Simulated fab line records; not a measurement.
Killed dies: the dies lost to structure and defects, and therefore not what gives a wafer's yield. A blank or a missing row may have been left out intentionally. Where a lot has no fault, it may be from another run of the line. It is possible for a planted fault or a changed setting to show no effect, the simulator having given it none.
One fault seen from 3 desks :: flow n5-finfet :: numbers are kept per desk, each desk with only its own; the story behind them comes last

## FROM THE METROLOGY DESK
What the gauges read, lot by lot, whatever tool the lot ran on: means of the sampled wafers that have a number. Marked OUT: a lot whose mean sits more than 4 standard deviations from the usual mean, which makes it out of limits; the brackets give that distance. Of its 11 readings 7 are shown: the one that was out of limits first, and those that lie furthest out on some lot.
Columns: A = DIBL_N at N5_BEOL_M4_RC_MEAS_101, usual 36.1 mV/V; B = DIBL_P at N5_BEOL_M4_RC_MEAS_101, usual 36.3 mV/V; C = IOFF_N at N5_BEOL_M4_RC_MEAS_101, usual 0.15 nA/um; D = ION_P at N5_BEOL_M4_RC_MEAS_101, usual 463 uA/um; E = RS_PWELL at N5_BEOL_M4_RC_MEAS_101, usual 3003 ohm/sq; F = SS_P at N5_BEOL_M4_RC_MEAS_101, usual 73.2 mV/dec; G = VT_P at N5_BEOL_M4_RC_MEAS_101, usual -250 mV
lot: L779
first seen here: day 8 06:00
A: 38.2
B: 39.3
C: 0.20
D: 471
E: 2981
F: 73.8
G: -250

lot: L781
first seen here: day 9 00:01
A: 33.1
B: 34.1
C: 0.09
D: 442
E: 3047
F: 72.4
G: -261

lot: L785
first seen here: day 9 22:31
A: 34.8
B: 35.0
C: 0.15
D: 461
E: 3040
F: 73.0
G: -248

lot: L786
first seen here: day 9 22:42
A: 35.2
B: 34.9
C: 0.12
D: 460
E: 3012
F: 73.1
G: -256

lot: L790
first seen here: day 11 06:01
A: 36.7
B: 36.2
C: 0.18
D: 470
E: 2550 (-16) OUT
F: 73.1
G: -247

lot: L791
first seen here: day 11 12:25
A: 36.1
B: 36.7
C: 0.16
D: 469
E: 2509 (-18) OUT
F: 74.1
G: -248

lot: L792
first seen here: day 11 12:26
A: 35.7
B: 35.5
C: 0.15
D: 468
E: 2511 (-18) OUT
F: 72.6
G: -251

lot: L796
first seen here: day 12 20:33
A: 41.1
B: 42.0
C: 0.23
D: 464
E: 2960
F: 74.8
G: -247

lot: L798
first seen here: day 12 23:37
A: 34.8
B: 35.9
C: 0.14
D: 464
E: 3023
F: 73.4
G: -252

lot: L801
first seen here: day 13 18:54
A: 37.0
B: 36.1
C: 0.16
D: 470
E: 2948
F: 73.4
G: -246
This desk reports L790, L791, L792 out of limits; the earliest was L790 at day 11 06:01 (RS_PWELL at N5_BEOL_M4_RC_MEAS_101). L779, L781, L785, L786, L796, L798, L801 stayed within limits.

## TOOL OWNER'S DESK, implanter-01
For each lot that ran on this tool, the mean over its sampled wafers that have a number, from the tool's own readings at N5_WELL_APT_IMPLANT_31. Marked OUT: a lot whose mean sits more than 4 standard deviations from the usual mean, which makes it out of limits; the brackets give that distance.
Columns: A = beam-on-s at N5_WELL_APT_IMPLANT_31, usual 10.00 s; B = dose-ions-cm2 at N5_WELL_APT_IMPLANT_31, usual 1.5e+13; C = faraday-current-uA at N5_WELL_APT_IMPLANT_31, usual 190
lot: L779
first seen here: day 1 21:43
A: 10.10
B: 1.5e+13
C: 189

lot: L785
first seen here: day 3 09:04
A: 10.06
B: 1.5e+13
C: 189

lot: L786
first seen here: day 3 15:28
A: 9.93
B: 1.5e+13
C: 192

lot: L790
first seen here: day 4 15:23
A: 10.06
B: 2.0e+13 (+99 or more) OUT
C: 251 (+16) OUT

lot: L791
first seen here: day 4 21:10
A: 9.77
B: 2.0e+13 (+99 or more) OUT
C: 258 (+18) OUT

lot: L792
first seen here: day 5 03:28
A: 10.14
B: 2.0e+13 (+99 or more) OUT
C: 249 (+16) OUT
This desk finds L790, L791, L792 out of limits, L790 being first, at day 4 15:23 (dose-ions-cm2 at N5_WELL_APT_IMPLANT_31). L779, L785, L786 stayed within limits.

## THE DEFECT DESK
What the inspections along the route counted, lot by lot: means of the sampled wafers that have a number. Marked OUT: a lot whose mean sits more than 4 standard deviations from the usual mean, which makes it out of limits; the brackets give that distance.
Columns: A = raw-defect-count at N5_ZERO_LAYER_INSPECT_20, usual 37
lot: L779
first seen here: day 1 19:38
A: 22

lot: L781
first seen here: day 2 07:17
A: 33

lot: L785
first seen here: day 3 07:15
A: 30

lot: L786
first seen here: day 3 13:23
A: 48

lot: L790
first seen here: day 4 13:31
A: 68

lot: L791
first seen here: day 4 19:15
A: 48

lot: L792
first seen here: day 5 01:29
A: 46

lot: L796
first seen here: day 6 01:36
A: 47

lot: L798
first seen here: day 6 13:25
A: 37

lot: L801
first seen here: day 7 07:15
A: 29
This desk's verdict: no lot among the 10 shows anything out of limits.

## TAKEN TOGETHER
The tool owner's desk could have raised an alarm at day 4 15:23, on L790, L791, L792.
The metrology desk could have raised an alarm at day 11 06:01, on L790, L791, L792.
Nothing out of limits was seen by the defect desk.
The defect desk has L790, L791, L792 on record, within its limits.
The lots listed all ran N5_WELL_APT_IMPLANT_31 on implanter-01.

## WHAT HAD BEEN PUT IN BY THE SIMULATOR
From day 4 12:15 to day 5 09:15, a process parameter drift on implanter-01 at N5_WELL_APT_IMPLANT_31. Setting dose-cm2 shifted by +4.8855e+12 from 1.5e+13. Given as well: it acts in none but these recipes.
Shown lots that were struck: L790, L791, L792.
Counting hours from when the fault started, the first reading out of limits came at 3 for the tool owner's desk and at 162 for the metrology desk.
